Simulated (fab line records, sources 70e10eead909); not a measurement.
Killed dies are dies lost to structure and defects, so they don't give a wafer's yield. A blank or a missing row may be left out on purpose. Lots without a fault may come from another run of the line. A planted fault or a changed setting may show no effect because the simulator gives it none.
One fault seen from 3 desks | flow nand_harc | each desk has only its own numbers; what lay behind them comes last

THE METROLOGY DESK
What the gauges read, lot by lot, whatever tool the lot ran on: means of the sampled wafers that have a number. A lot is out of limits, marked OUT, if its mean lies more than 4 standard deviations from the usual mean; the brackets give that distance.
Columns: A = cd_nm at NHARC_A_CONTACT_CD_MEAS_15, usual 190.0 nm
lot  | first seen here | A
L824 | day 23 01:50    | 189.7
L826 | day 23 06:27    | 189.5
L825 | day 23 11:00    | 189.6
L829 | day 25 10:07    | 189.8
L830 | day 25 11:13    | 191.4
L832 | day 25 12:44    | 188.8
L831 | day 25 15:08    | 189.9
L827 | day 25 16:10    | 189.7
L836 | day 26 18:32    | 190.8
L835 | day 26 23:14    | 189.9
L838 | day 28 14:09    | 189.4
L841 | day 29 02:17    | 190.6
L846 | day 32 02:36    | 190.0
L847 | day 32 16:46    | 189.4
This desk's finding: nothing out of limits on any of the 14 lots.

THE TOOL OWNER'S DESK: cmp-01
The tool's own readings at NHARC_A_CONTACT_CMP_20 (polishes, t overpolish 30 s, target thk 300 nm): means of the sampled wafers that have a number, for each lot that ran on this tool. A lot is out of limits, marked OUT, if its mean lies more than 4 standard deviations from the usual mean; the brackets give that distance.
Columns: A = edge_zone_pressure_frac at NHARC_A_CONTACT_CMP_20, usual 1.000; B = motor_current_A at NHARC_A_CONTACT_CMP_20, usual 12.3 A; C = overpolish_run_s at NHARC_A_CONTACT_CMP_20, usual 30.000 s; D = retaining_ring_pressure_frac at NHARC_A_CONTACT_CMP_20, usual 0.999; E = time_to_endpoint_s at NHARC_A_CONTACT_CMP_20, usual 60.7 s
lot  | first seen here | A     | B    | C      | D     | E
L826 | day 23 08:29    | 0.996 | 12.1 | 29.994 | 1.002 | 60.5
L831 | day 25 17:10    | 0.998 | 12.5 | 29.995 | 1.000 | 59.5
L835 | day 27 01:16    | 0.998 | 12.8 | 30.007 | 0.999 | 60.0
L846 | day 32 04:43    | 1.003 | 12.4 | 29.991 | 0.999 | 57.7
This desk's finding: nothing out of limits on any of the 4 lots.

THE DEFECT DESK
What the inspections along the route counted, lot by lot: means of the sampled wafers that have a number. A lot is out of limits, marked OUT, if its mean lies more than 4 standard deviations from the usual mean; the brackets give that distance.
Columns: A = raw_defect_count at NHARC_A_CONTACT_INSPECT_23, usual 487
lot  | first seen here | A
L824 | day 23 04:16    | 536
L826 | day 23 08:53    | 403
L825 | day 23 14:19    | 506
L829 | day 25 12:32    | 617
L830 | day 25 14:25    | 598
L832 | day 25 15:24    | 639
L831 | day 25 17:34    | 467
L827 | day 25 18:52    | 425
L836 | day 26 20:59    | 504
L835 | day 27 01:40    | 551
L838 | day 28 16:41    | 2817 (+21) OUT
L841 | day 29 04:46    | 2697 (+20) OUT
L846 | day 32 05:07    | 498
L847 | day 32 19:11    | 535
This desk's finding: out of limits on L838, L841; first on L838, day 28 16:41 (raw_defect_count at NHARC_A_CONTACT_INSPECT_23). In limits: L824, L826, L825, L829, L830, L832, L831, L827, L836, L835, L846, L847.

PUT TOGETHER
The defect desk could have raised an alarm at day 28 16:41, on L838, L841.
The metrology desk saw nothing out of limits.
The tool owner's desk saw nothing out of limits.
The metrology desk has L838, L841 on record, within its limits.
The tool owner's desk has no number on record for L838, L841.
Of the lots named, all ran NHARC_A_CONTACT_CMP_20 on cmp-01.

WHAT THE SIMULATOR HAD PUT IN
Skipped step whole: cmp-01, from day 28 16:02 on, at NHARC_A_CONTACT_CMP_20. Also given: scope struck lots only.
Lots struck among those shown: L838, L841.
Hours from the fault's start to each desk's first reading out of limits: the defect desk, 1.
